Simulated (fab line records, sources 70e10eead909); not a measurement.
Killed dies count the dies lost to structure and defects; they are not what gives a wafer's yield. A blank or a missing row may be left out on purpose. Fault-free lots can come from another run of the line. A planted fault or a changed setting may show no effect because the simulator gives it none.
Comparing a struck lot with a sound one / flow nand harc / 14 steps out of a route of 1159
Sound: wafers L502.1, L502.2, L502.3. The struck wafers were L489.2, L489.3. The cause is given at the end.
For every step that has rows: the tool of each side, followed by ch and its chambers, followed by its first start. Under that, the readings that differ: sound wafers / struck wafers / difference of the means / sigmas: that difference in standard deviations of wafers without a fault.
alike: same words and numbers on both sides, and readings whose means sit less than 2 such deviations apart. not compared: any withheld reading, any reading some wafer has no value for, any bound like >300 that may hide the same value, and any number with overlapping values for which the record gives no deviation.
A row with sigmas, a row that says differs or no value, or rows on one side alone: a step with any of these is where the two part. Numbers that have no deviation but don't overlap get no sigmas and don't part them. A reading missing from all wafers of one side parts the sides only when that side holds two or more wafers.

first, 4 steps without rows for these wafers: NHARC_A_WL_FILL_STRIP_28 (strips in post etch residue remover, time 1200 s); NHARC_A_WL_FILL_PRECLEAN_06 (cleans in DIW, time 300 s); NHARC_A_WL_FILL_SRD_07; NHARC_A_WL_FILL_ANNEAL_08 (time 1800 s).
NHARC_A_WL_FILL_ALD_10: deposits SiO2, target thk 50 nm, pulse time 10 s, ald cycles 500.
  sound on ald hk-04 ch 0,1,3, day 19 16:44; struck on ald hk-02 ch 1,3, day 17 12:01
  alike: heater power w, precursor pulse height rel
NHARC_A_WL_FILL_ETCHBACK_16: etches the open film in C4F8/O2/Ar, target depth 88 nm, time 17.6 s.
  sound on rie diel-10 ch 0,1,3; struck on rie diel-09 ch 0,3
reading=oes product au (a.u.); sound=1.00 0.98 0.99; struck=0.92 0.92; difference=-0.07; sigmas=-2
reading=rf hours counter h (h); sound=1.5 1.4 1.7; struck=3.6 3.4; difference=+2.0; sigmas=
  alike: rf vpp V
NHARC_A_WL_FILL_STRIP_29: strips in O2, time 20 s.
  sound on rie diel-10 ch 0,1,3, day 19 21:31; struck on rie diel-09 ch 1,2, day 17 16:15
reading=rf hours counter h (h); sound=1.7 1.4 1.5; struck=3.8 3.9; difference=+2.3; sigmas=
  alike: drypump motor current A, oes product au, rf vpp V, showerhead plenum p Torr, throttle valve pct
NHARC_A_WL_FILL_ETCHBACK_17: etches the open film in Cl2/BCl3, target depth 4 nm, time 26.7 s.
  sound on rie metal-01 ch 0,1, day 19 21:37; struck on rie metal-03 ch 0,1, day 17 16:20
reading=oes product au (a.u.); sound=0.995 0.985 1.001; struck=1.029 1.015; difference=+0.028; sigmas=+2
  alike: drypump motor current A, he backside leak sccm
  not compared: rf hours counter h
then, 3 steps without rows for these wafers: NHARC_A_WL_FILL_PRECLEAN_18 (cleans in dHF, time 30 s); NHARC_A_WL_FILL_SRD_21; NHARC_A_WL_FILL_CVD_23 (deposits poly-Si, target thk 40 nm, time 800 s).
NHARC_A_WL_FILL_ETCHBACK_26: etches the open film in HBr, target depth 52 nm, time 13.3 s.
  sound on rie si-01 ch 0,1,3, day 20 03:02; struck on rie si-01 ch 1,3, day 17 21:22
reading=oes product au (a.u.); sound=1.002 0.995 1.016; struck=0.791 0.805; difference=-0.206; sigmas=-21
reading=rf hours counter h (h); sound=0.7 0.8 0.7; struck=0.3 0.3; difference=-0.4; sigmas=
  alike: drypump motor current A, he backside leak sccm, throttle valve pct
then, 2 steps without rows for these wafers: NHARC_A_WL_FILL_PRECLEAN_30 (cleans in dHF, time 10 s); NHARC_END_SORT_01.

## WHERE THEY PART
At NHARC_A_WL_FILL_ETCHBACK_16 first; at NHARC_A_WL_FILL_ETCHBACK_26 last (within this record only).

WHY: the cause the simulator had injected
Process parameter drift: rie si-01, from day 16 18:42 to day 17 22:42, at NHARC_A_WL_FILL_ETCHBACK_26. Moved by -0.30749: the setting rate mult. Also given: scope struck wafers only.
